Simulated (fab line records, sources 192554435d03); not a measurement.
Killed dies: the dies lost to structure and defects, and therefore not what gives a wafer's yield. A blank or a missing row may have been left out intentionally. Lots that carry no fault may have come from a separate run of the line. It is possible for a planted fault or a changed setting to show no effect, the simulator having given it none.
What tool caused it?	flow n5-finfet	Sampling: 24 lots, 72 wafers, 6 of 1938 route steps

## WHAT THE GAUGES SHOWED, per wafer
No reading from a measuring or inspecting step in the record can be judged against a usual standard deviation.

## WHAT TOOL EACH LOT RAN ON (gives the tool, then ch and the chambers of the sampled wafers, and finally the start)
lot	N5_BEOL_M4_ETCH_69	N5_BEOL_M4_ETCH_70	N5_BEOL_M4_ANNEAL_87	N5_BEOL_M4_SPUTTER_90	N5_BEOL_M4_PRE_CLEAN_60	N5_BEOL_M4_DEP_57
L074	rie-diel-01 ch 0,1,2, day 7 16:05	rie-diel-05 ch 0,1,2, day 7 17:42	pvd-sputter-03, day 7 20:01	pvd-sputter-03, day 7 20:22	cvd-co-02 ch 0,1,2, day 7 21:52	pecvd-01 ch 0,1, day 7 22:01
L075	rie-diel-04 ch 0,1, day 7 17:34	rie-diel-04 ch 0,1,3, day 7 20:11	pvd-sputter-03, day 7 22:34	pvd-sputter-03, day 7 22:56	cvd-co-02 ch 0,1, day 8 00:36	pecvd-03 ch 0,1,2, day 8 00:49
L076	rie-diel-05 ch 2,3, day 7 23:31	rie-diel-01 ch 0,2, day 8 05:49	pvd-sputter-02, day 8 09:29	pvd-sputter-02, day 8 09:51	cvd-co-02 ch 0,1,2, day 8 11:20	pecvd-01 ch 0,2, day 8 11:29
L078	rie-diel-01 ch 0,2,3, day 8 08:05	rie-diel-01 ch 0,1,2, day 8 11:35	pvd-sputter-01, day 8 13:50	pvd-sputter-01, day 8 14:11	cvd-co-02 ch 0,1,2, day 8 15:41	pecvd-01 ch 0,1, day 8 15:50
L077	rie-diel-01 ch 0,1,2, day 8 12:57	rie-diel-04 ch 1,2, day 8 15:50	pvd-sputter-01, day 8 18:43	pvd-sputter-01, day 8 19:04	cvd-co-01 ch 1,2, day 8 20:33	pecvd-03 ch 1,2, day 8 20:43
L079	rie-diel-04 ch 1,2, day 8 17:20	rie-diel-01 ch 1,2, day 8 17:58	pvd-sputter-03, day 8 20:05	pvd-sputter-03, day 8 20:27	cvd-co-02 ch 0,1, day 8 21:56	pecvd-03 ch 0,1,2, day 8 22:05
L080	rie-diel-04 ch 0,1,2, day 8 20:00	rie-diel-01 ch 0,2,3, day 8 20:56	pvd-sputter-03, day 8 23:16	pvd-sputter-03, day 8 23:38	cvd-co-01 ch 0,2, day 9 01:07	pecvd-01 ch 0,1, day 9 01:16
L081	rie-diel-04 ch 1,2, day 9 00:22	rie-diel-01 ch 2,3, day 9 03:44	pvd-sputter-03, day 9 06:44	pvd-sputter-03, day 9 07:06	cvd-co-02 ch 0,2, day 9 08:35	pecvd-04 ch 1,2, day 9 08:45
L082	rie-diel-01 ch 1,2,3, day 9 10:04	rie-diel-01 ch 0,1,3, day 9 14:39	pvd-sputter-03, day 9 17:12	pvd-sputter-03, day 9 17:34	cvd-co-01 ch 1,2, day 9 19:03	pecvd-04 ch 0,2, day 9 19:13
L083	rie-diel-04 ch 1,3, day 9 20:06	rie-diel-01 ch 1,2, day 9 22:01	pvd-sputter-03, day 10 00:19	pvd-sputter-03, day 10 00:40	cvd-co-02 ch 0,1, day 10 02:09	pecvd-03 ch 0,1,2, day 10 02:19
L084	rie-diel-01 ch 0,1, day 10 00:08	rie-diel-04 ch 2,3, day 10 01:02	pvd-sputter-03, day 10 03:29	pvd-sputter-03, day 10 03:51	cvd-co-02 ch 0,2, day 10 05:20	pecvd-03 ch 0,2, day 10 05:29
L085	rie-diel-01 ch 1,2, day 10 02:48	rie-diel-04 ch 2,3, day 10 06:28	pvd-sputter-03, day 10 09:22	pvd-sputter-03, day 10 09:44	cvd-co-01 ch 1,2, day 10 11:14	pecvd-04 ch 0,2, day 10 11:23
L086	rie-diel-04 ch 0,1, day 10 09:12	rie-diel-01 ch 0,2, day 10 11:01	pvd-sputter-02, day 10 13:11	pvd-sputter-02, day 10 13:33	cvd-co-01 ch 0,1, day 10 15:02	pecvd-03 ch 1,2, day 10 15:11
L087	rie-diel-04 ch 0,3, day 10 20:04	rie-diel-01 ch 0,2,3, day 11 01:52	pvd-sputter-01, day 11 03:58	pvd-sputter-01, day 11 04:20	cvd-co-01 ch 0,1,2, day 11 05:50	pecvd-01 ch 0,1, day 11 06:00
L089	rie-diel-04 ch 0,2,3, day 11 00:52	rie-diel-04 ch 0,1,2, day 11 02:19	pvd-sputter-03, day 11 04:36	pvd-sputter-03, day 11 04:58	cvd-co-02 ch 0,1,2, day 11 06:35	pecvd-01 ch 0,1,2, day 11 06:44
L088	rie-diel-05 ch 0,3, day 11 10:44	rie-diel-01 ch 0,2,3, day 11 11:13	pvd-sputter-03, day 11 15:09	pvd-sputter-03, day 11 15:31	cvd-co-02 ch 0,2, day 11 17:03	pecvd-01 ch 0,1,2, day 11 17:12
L090	rie-diel-01 ch 1,3, day 11 13:07	rie-diel-04 ch 1,2, day 11 18:50	pvd-sputter-02, day 11 21:11	pvd-sputter-02, day 11 21:32	cvd-co-01 ch 0,2, day 11 23:02	pecvd-01 ch 0,1, day 11 23:11
L091	rie-diel-04 ch 0,3, day 11 17:56	rie-diel-05 ch 0,2,3, day 11 21:49	pvd-sputter-01, day 12 00:02	pvd-sputter-01, day 12 00:24	cvd-co-02 ch 0,1,2, day 12 01:54	pecvd-03 ch 0,2, day 12 02:04
L093	rie-diel-04 ch 0,1,2, day 12 01:29	rie-diel-01 ch 0,2,3, day 12 06:43	pvd-sputter-01, day 12 09:55	pvd-sputter-01, day 12 10:17	cvd-co-01 ch 1,2, day 12 11:47	pecvd-01 ch 0,2, day 12 11:56
L092	rie-diel-01 ch 2,3, day 12 02:56	rie-diel-01 ch 2,3, day 12 12:20	pvd-sputter-03, day 12 15:11	pvd-sputter-03, day 12 15:33	cvd-co-01 ch 0,2, day 12 17:04	pecvd-01 ch 1,2, day 12 17:14
L094	rie-diel-05 ch 0,3, day 12 10:01	rie-diel-04 ch 0,1,3, day 12 17:38	pvd-sputter-01, day 12 21:38	pvd-sputter-01, day 12 22:00	cvd-co-01 ch 0,1, day 12 23:43	pecvd-03 ch 1,2, day 12 23:53
L095	rie-diel-05 ch 0,2,3, day 12 12:47	rie-diel-05 ch 2,3, day 12 17:41	pvd-sputter-01, day 12 19:48	pvd-sputter-01, day 12 20:10	cvd-co-02 ch 1,2, day 12 21:38	pecvd-03 ch 0,1,2, day 12 21:51
L096	rie-diel-05 ch 0,1, day 12 23:07	rie-diel-04 ch 0,3, day 13 02:46	pvd-sputter-03, day 13 05:12	pvd-sputter-03, day 13 05:34	cvd-co-02 ch 0,1,2, day 13 07:04	pecvd-04 ch 0,1,2, day 13 07:13
L097	rie-diel-04 ch 0,2, day 13 13:18	rie-diel-05 ch 1,3, day 13 18:07	pvd-sputter-02, day 13 20:34	pvd-sputter-02, day 13 20:55	cvd-co-01 ch 0,1,2, day 13 22:25	pecvd-03 ch 0,2, day 13 22:34
- N5_BEOL_M4_ETCH_69: etches SiARC in CF4, target depth 15.6 nm, time 26 s.
- N5_BEOL_M4_ETCH_70: etches SOC in N2/H2, target depth 80 nm, overetch 24 nm, time 130 s.
- N5_BEOL_M4_ANNEAL_87: time 240 s.
- N5_BEOL_M4_SPUTTER_90: material Cu, target thk 4.5 nm, time 8.29 s.
- N5_BEOL_M4_PRE_CLEAN_60: time 15 s.
- N5_BEOL_M4_DEP_57: deposits SiCN from 3MS/NH3, target thk 8 nm, time 14 s.

## WHAT THE TOOLS THEMSELVES READ (means of the sampled wafers that have a number; where no wafer has one, the mark that the record gives instead)
N5_BEOL_M4_ETCH_69. Usual: cf4-flow-sccm 100.00 sccm, standard deviation 0.28; chamber-pressure-mTorr 40.00 mTorr, standard deviation 0.036; drypump-motor-current-A 5.7 A, standard deviation 0.44; etch-rf-on-time-s 26.1 s, standard deviation 0.64; oes-product-au 0.69 a.u., standard deviation 0.064; rf-vpp-V 183.9 V, standard deviation 1; showerhead-plenum-p-Torr 2.12 Torr, standard deviation 0.053; throttle-valve-pct 15.64 %, standard deviation 0.24.
lot	tool	cf4-flow-sccm (sccm)	chamber-pressure-mTorr (mTorr)	drypump-motor-current-A (A)	etch-rf-on-time-s (s)	oes-product-au (a.u.)	rf-vpp-V (V)	showerhead-plenum-p-Torr (Torr)	throttle-valve-pct (%)	flag
L074	rie-diel-01	100.07	40.01	5.8	26.3	0.64	184.1	2.17	15.86	
L075	rie-diel-04	100.12	40.01	5.6	26.1	0.71	184.3	2.14	15.55	
L076	rie-diel-05	99.67	39.95	6.1	27.1	0.67	184.5	2.12	15.85	
L078	rie-diel-01	100.00	40.01	5.9	25.7	0.67	185.5	2.20	15.75	
L077	rie-diel-01	100.16	40.00	5.8	26.3	0.63	184.6	2.17	15.87	
L079	rie-diel-04	99.79	40.02	5.4	25.9	0.77	183.8	2.12	15.39	
L080	rie-diel-04	99.82	39.99	5.6	26.0	0.72	183.1	2.11	15.48	
L081	rie-diel-04	100.14	40.03	5.3	25.8	0.76	183.4	2.12	15.41	
L082	rie-diel-01	99.51	39.99	5.7	26.3	0.63	184.6	2.16	15.89	
L083	rie-diel-04	100.15	39.97	5.8	25.6	0.76	183.9	2.12	15.44	
L084	rie-diel-01	99.77	40.01	6.0	26.7	0.61	183.3	2.12	16.04	
L085	rie-diel-01	99.84	40.04	5.6	26.7	0.60	183.6	2.14	16.01	
L086	rie-diel-04	100.01	40.00	5.7	26.3	0.67	184.0	2.09	15.57	
L087	rie-diel-04	100.06	40.03	5.9	26.4	0.68	183.9	2.07	15.49	
L089	rie-diel-04	100.19	40.02	5.8	25.9	0.72	182.6	2.08	15.41	
L088	rie-diel-05	100.12	40.01	5.0	26.0	0.74	183.6	2.11	15.58	
L090	rie-diel-01	99.84	40.00	5.9	26.6	0.63	183.8	2.14	15.95	
L091	rie-diel-04	100.08	40.02	5.9	26.6	0.68	182.9	2.07	15.51	
L093	rie-diel-04	100.08	40.00	5.6	26.3	0.69	183.8	2.10	15.53	
L092	rie-diel-01	100.01	39.98	5.8	26.4	0.65	184.4	2.19	15.82	
L094	rie-diel-05	100.05	39.99	5.0	25.9	0.73	183.3	2.10	15.59	
L095	rie-diel-05	99.96	40.01	5.6	26.9	0.67	183.9	2.10	15.75	
L096	rie-diel-05	100.16	39.98	5.3	25.6	0.70	182.9	2.08	15.57	
L097	rie-diel-04	100.19	40.03	5.5	26.3	0.70	182.8	2.07	15.44	

N5_BEOL_M4_ETCH_70. Usual: chamber-pressure-mTorr 30.001 mTorr, standard deviation 0.029; drypump-motor-current-A 5.8 A, standard deviation 0.44; oes-product-au 0.58 a.u., standard deviation 0.046; rf-vpp-V 523.6 V, standard deviation 1.9; showerhead-plenum-p-Torr 2.54 Torr, standard deviation 0.064; throttle-valve-pct 17.94 %, standard deviation 0.3.
lot	tool	chamber-pressure-mTorr (mTorr)	drypump-motor-current-A (A)	oes-product-au (a.u.)	rf-vpp-V (V)	showerhead-plenum-p-Torr (Torr)	throttle-valve-pct (%)	flag
L074	rie-diel-05	30.008	5.9	0.60	523.1	2.49	17.93	
L075	rie-diel-04	29.986	5.8	0.63	523.4	2.52	17.71	
L076	rie-diel-01	30.031	6.0	0.57	524.6	2.61	17.98	
L078	rie-diel-01	29.994	5.8	0.54	525.2	2.59	18.18	
L077	rie-diel-04	29.993	5.4	0.65	523.2	2.57	17.77	
L079	rie-diel-01	30.016	5.6	0.52	524.1	2.57	18.39	
L080	rie-diel-01	30.018	5.9	0.58	526.2	2.60	17.94	
L081	rie-diel-01	29.988	5.8	0.58	525.5	2.59	17.91	
L082	rie-diel-01	30.011	6.0	0.56	523.8	2.55	18.17	
L083	rie-diel-01	29.990	5.4	0.54	525.2	2.61	18.20	
L084	rie-diel-04	29.976	5.6	0.66	521.7	2.50	17.62	
L085	rie-diel-04	30.007	5.6	0.66	523.0	2.50	17.62	
L086	rie-diel-01	30.010	6.0	0.56	524.9	2.60	18.00	
L087	rie-diel-01	30.011	5.9	0.56	525.2	2.59	17.97	
L089	rie-diel-04	30.001	5.6	0.61	522.4	2.52	17.86	
L088	rie-diel-01	29.997	5.9	0.56	524.7	2.59	17.98	
L090	rie-diel-04	29.995	5.4	0.62	523.8	2.56	17.81	
L091	rie-diel-05	30.021	5.6	0.59	522.6	2.49	18.02	
L093	rie-diel-01	30.011	5.9	0.56	524.1	2.58	17.99	
L092	rie-diel-01	29.998	5.5	0.55	526.0	2.61	17.99	
L094	rie-diel-04	30.023	5.8	0.59	522.3	2.50	17.79	
L095	rie-diel-05	29.994	5.6	0.60	523.0	2.49	18.02	
L096	rie-diel-04	29.996	6.0	0.61	523.0	2.46	17.67	
L097	rie-diel-05	30.016	5.3	0.62	522.2	2.46	17.69	

N5_BEOL_M4_ANNEAL_87. Usual: heater-power-w at 877 W, with a standard deviation of 83.
lot	tool	heater-power-w (W)	flag
L074	pvd-sputter-03	870	
L075	pvd-sputter-03	930	
L076	pvd-sputter-02	763	
L078	pvd-sputter-01	815	
L077	pvd-sputter-01	885	
L079	pvd-sputter-03	883	
L080	pvd-sputter-03	931	
L081	pvd-sputter-03	887	
L082	pvd-sputter-03	883	
L083	pvd-sputter-03	904	
L084	pvd-sputter-03	887	
L085	pvd-sputter-03	908	
L086	pvd-sputter-02	754	
L087	pvd-sputter-01	969	
L089	pvd-sputter-03	873	
L088	pvd-sputter-03	892	
L090	pvd-sputter-02	767	
L091	pvd-sputter-01	840	
L093	pvd-sputter-01	849	
L092	pvd-sputter-03	891	
L094	pvd-sputter-01	893	
L095	pvd-sputter-01	877	
L096	pvd-sputter-03	976	
L097	pvd-sputter-02	821	

N5_BEOL_M4_SPUTTER_90. Usual: throttle-valve-pct at 29.7 %, with a standard deviation of 1.
lot	tool	throttle-valve-pct (%)	flag
L074	pvd-sputter-03	29.2	
L075	pvd-sputter-03	29.3	
L076	pvd-sputter-02	29.8	
L078	pvd-sputter-01	30.0	
L077	pvd-sputter-01	29.1	
L079	pvd-sputter-03	29.1	
L080	pvd-sputter-03	29.9	
L081	pvd-sputter-03	30.2	
L082	pvd-sputter-03	29.2	
L083	pvd-sputter-03	29.3	
L084	pvd-sputter-03	28.7	
L085	pvd-sputter-03	29.9	
L086	pvd-sputter-02	30.3	
L087	pvd-sputter-01	29.1	
L089	pvd-sputter-03	29.2	
L088	pvd-sputter-03	28.8	
L090	pvd-sputter-02	29.4	
L091	pvd-sputter-01	30.9	
L093	pvd-sputter-01	30.2	
L092	pvd-sputter-03	29.7	
L094	pvd-sputter-01	29.0	
L095	pvd-sputter-01	29.8	
L096	pvd-sputter-03	29.9	
L097	pvd-sputter-02	30.0	

N5_BEOL_M4_PRE_CLEAN_60. Usual: heater-power-outer-w 24 W, standard deviation 9.2; heater-power-w 88 W, standard deviation 14.
lot	tool	heater-power-outer-w (W)	heater-power-w (W)	flag
L074	cvd-co-02	25	88	
L075	cvd-co-02	30	102	
L076	cvd-co-02	25	90	
L078	cvd-co-02	25	89	
L077	cvd-co-01	31	97	
L079	cvd-co-02	31	101	
L080	cvd-co-01	25	89	
L081	cvd-co-02	25	99	
L082	cvd-co-01	30	97	
L083	cvd-co-02	31	90	
L084	cvd-co-02	25	99	
L085	cvd-co-01	31	97	
L086	cvd-co-01	14	77	
L087	cvd-co-01	23	87	
L089	cvd-co-02	25	91	
L088	cvd-co-02	20	87	
L090	cvd-co-01	17	80	
L091	cvd-co-02	25	90	
L093	cvd-co-01	28	95	
L092	cvd-co-01	25	91	
L094	cvd-co-01	19	84	
L095	cvd-co-02	25	80	
L096	cvd-co-02	25	89	
L097	cvd-co-01	22	89	

N5_BEOL_M4_DEP_57. Usual: showerhead-plenum-p-Torr 3.664 Torr, standard deviation 0.011; throttle-valve-pct 9.3 %, standard deviation 0.35.
lot	tool	showerhead-plenum-p-Torr (Torr)	throttle-valve-pct (%)	flag
L074	pecvd-01	3.666	9.6	
L075	pecvd-03	3.659	9.3	
L076	pecvd-01	3.667	9.1	
L078	pecvd-01	3.661	9.5	
L077	pecvd-03	3.654	9.1	
L079	pecvd-03	3.667	9.3	
L080	pecvd-01	3.658	9.5	
L081	pecvd-04	3.663	9.2	
L082	pecvd-04	3.656	9.3	
L083	pecvd-03	3.663	9.3	
L084	pecvd-03	3.672	9.1	
L085	pecvd-04	3.657	9.4	
L086	pecvd-03	3.662	9.0	
L087	pecvd-01	3.664	9.5	
L089	pecvd-01	3.664	9.3	
L088	pecvd-01	3.661	9.5	
L090	pecvd-01	3.667	9.6	
L091	pecvd-03	3.670	9.3	
L093	pecvd-01	3.672	9.2	
L092	pecvd-01	3.665	9.0	
L094	pecvd-03	3.656	9.3	
L095	pecvd-03	3.659	9.4	
L096	pecvd-04	3.662	9.5	
L097	pecvd-03	3.678	9.7	

## THE ANSWER, worked out from the rows above alone
Rule: a lot is off if the mean of its wafers that have a number lies more than 3 standard deviations from the usual mean. Also off: a lot with no number at a reading for which 4 or more lots have one. Any other lot the step has rows for is counted as sound. The gauges are gone through in route order, then the tools' own readings, and for those a lot's mean is taken as printed above. At the first step where some lot is off, the reading lying furthest off is the one used; lots without a number count as furthest.
Across all readings shown, no lot is off: no conclusion can be drawn from this.

## WHAT THE SIMULATOR HAD INSERTED
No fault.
